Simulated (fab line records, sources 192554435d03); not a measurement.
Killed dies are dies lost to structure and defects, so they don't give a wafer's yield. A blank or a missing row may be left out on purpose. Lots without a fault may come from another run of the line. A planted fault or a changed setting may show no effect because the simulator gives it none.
Which tool did it? | flow n5_finfet | 12 lots, 36 wafers sampled, at 3 steps of a route of 1938

WHAT THE GAUGES READ, wafer by wafer
N5_BEOL_M5_INSPECT_58: inspects for defects (darkfield). Usual: raw_defect_count 68, standard deviation 23.
lot  | measured     | on                | raw_defect_count | flag
L808 | day 8 05:23  | defect_inspect-01 | 45 92 50         |
L810 | day 9 13:20  | defect_inspect-01 | 46 33 32         |
L811 | day 9 16:18  | defect_inspect-02 | 75 56 92         |
L813 | day 10 13:35 | defect_inspect-01 | 41 35 41         |
L816 | day 10 18:56 | defect_inspect-02 | 49 75 53         |
L815 | day 10 22:55 | defect_inspect-02 | 104 53 55        |
L818 | day 11 16:56 | defect_inspect-01 | 60 87 80         |
L820 | day 11 21:21 | defect_inspect-02 | 55 44 62         |
L822 | day 11 21:23 | defect_inspect-02 | 77 91 57         |
L821 | day 11 21:37 | defect_inspect-01 | 73 110 58        |
L823 | day 12 12:54 | defect_inspect-02 | 56 92 48         |
L831 | day 14 18:03 | defect_inspect-02 | 85 52 82         |

WHICH TOOL RAN EACH LOT (tool, then ch and the chambers of the sampled wafers, then the start)
lot  | N5_BEOL_M5_SPUTTER_88        | N5_BEOL_M5_CO_CAP_78
L808 | pvd_sputter-03, day 8 03:14  | cvd_co-01 ch 0,1, day 8 05:11
L810 | pvd_sputter-01, day 9 11:10  | cvd_co-01 ch 0,2, day 9 13:07
L811 | pvd_sputter-03, day 9 14:08  | cvd_co-02 ch 0,2, day 9 16:05
L813 | pvd_sputter-02, day 10 11:22 | cvd_co-01 ch 0,1,2, day 10 13:23
L816 | pvd_sputter-01, day 10 16:32 | cvd_co-01 ch 0,1,2, day 10 18:37
L815 | pvd_sputter-03, day 10 20:44 | cvd_co-02 ch 1,2, day 10 22:42
L818 | pvd_sputter-02, day 11 14:46 | cvd_co-01 ch 1,2, day 11 16:43
L820 | pvd_sputter-03, day 11 19:11 | cvd_co-02 ch 1,2, day 11 21:08
L822 | pvd_sputter-02, day 11 19:13 | cvd_co-01 ch 0,2, day 11 21:11
L821 | pvd_sputter-01, day 11 19:25 | cvd_co-01 ch 1,2, day 11 21:25
L823 | pvd_sputter-03, day 12 10:44 | cvd_co-02 ch 0,1,2, day 12 12:44
L831 | pvd_sputter-01, day 14 15:42 | cvd_co-02 ch 0,1, day 14 17:50
- N5_BEOL_M5_SPUTTER_88: material Cu, target thk 15 nm, time 27.62 s.
- N5_BEOL_M5_CO_CAP_78: material Co, precursor CCTBA/H2, target thk 2 nm, time 102.1 s.

WHAT THE TOOLS THEMSELVES READ (means of the sampled wafers that have a number; where no wafer has one, the mark that the record gives instead)
N5_BEOL_M5_SPUTTER_88. Usual: chuck_gas_flow_sccm 1.27 sccm, standard deviation 0.053; chuck_sensor_temp_C -15.9 C, standard deviation 0.58; throttle_valve_pct 30.1 %, standard deviation 0.99.
lot  | tool           | chuck_gas_flow_sccm (sccm) | chuck_sensor_temp_C (C) | throttle_valve_pct (%) | flag
L808 | pvd_sputter-03 | 1.25                       | -16.0                   | 30.1                   |
L810 | pvd_sputter-01 | 1.29                       | -15.9                   | 29.8                   |
L811 | pvd_sputter-03 | 1.27                       | -15.4                   | 29.9                   |
L813 | pvd_sputter-02 | 1.26                       | -15.7                   | 29.9                   |
L816 | pvd_sputter-01 | 1.30                       | -15.8                   | 30.5                   |
L815 | pvd_sputter-03 | 1.26                       | -16.1                   | 30.2                   |
L818 | pvd_sputter-02 | 1.34                       | -16.2                   | 30.2                   |
L820 | pvd_sputter-03 | 1.27                       | -16.2                   | 30.3                   |
L822 | pvd_sputter-02 | 1.29                       | -16.0                   | 30.7                   |
L821 | pvd_sputter-01 | 1.24                       | -15.7                   | 30.9                   |
L823 | pvd_sputter-03 | 1.31                       | -16.5                   | 30.3                   |
L831 | pvd_sputter-01 | 1.26                       | -15.5                   | 30.8                   |

N5_BEOL_M5_CO_CAP_78. Usual: heater_power_w 235 W, standard deviation 20.
lot  | tool      | heater_power_w (W) | flag
L808 | cvd_co-01 | 214                |
L810 | cvd_co-01 | 219                |
L811 | cvd_co-02 | 247                |
L813 | cvd_co-01 | 220                |
L816 | cvd_co-01 | 219                |
L815 | cvd_co-02 | 253                |
L818 | cvd_co-01 | 227                |
L820 | cvd_co-02 | 247                |
L822 | cvd_co-01 | 215                |
L821 | cvd_co-01 | 231                |
L823 | cvd_co-02 | 252                |
L831 | cvd_co-02 | 263                |

THE ANSWER, worked out from the rows above alone
Rule: a lot is off if the mean of its wafers that have a number lies more than 3 standard deviations from the usual mean. A lot without any number at a reading at which 4 lots or more have one is off too. The other lots that the step has rows for count as sound. The gauges are gone through in route order, then the tools' own readings, and for those a lot's mean is taken as printed above. The first step at which some lot is off is used, and at that step the reading that is off furthest; a lot without a number counts as furthest.
No lot is off at any reading shown: from this, nothing can be told.

WHAT THE SIMULATOR HAD PUT IN
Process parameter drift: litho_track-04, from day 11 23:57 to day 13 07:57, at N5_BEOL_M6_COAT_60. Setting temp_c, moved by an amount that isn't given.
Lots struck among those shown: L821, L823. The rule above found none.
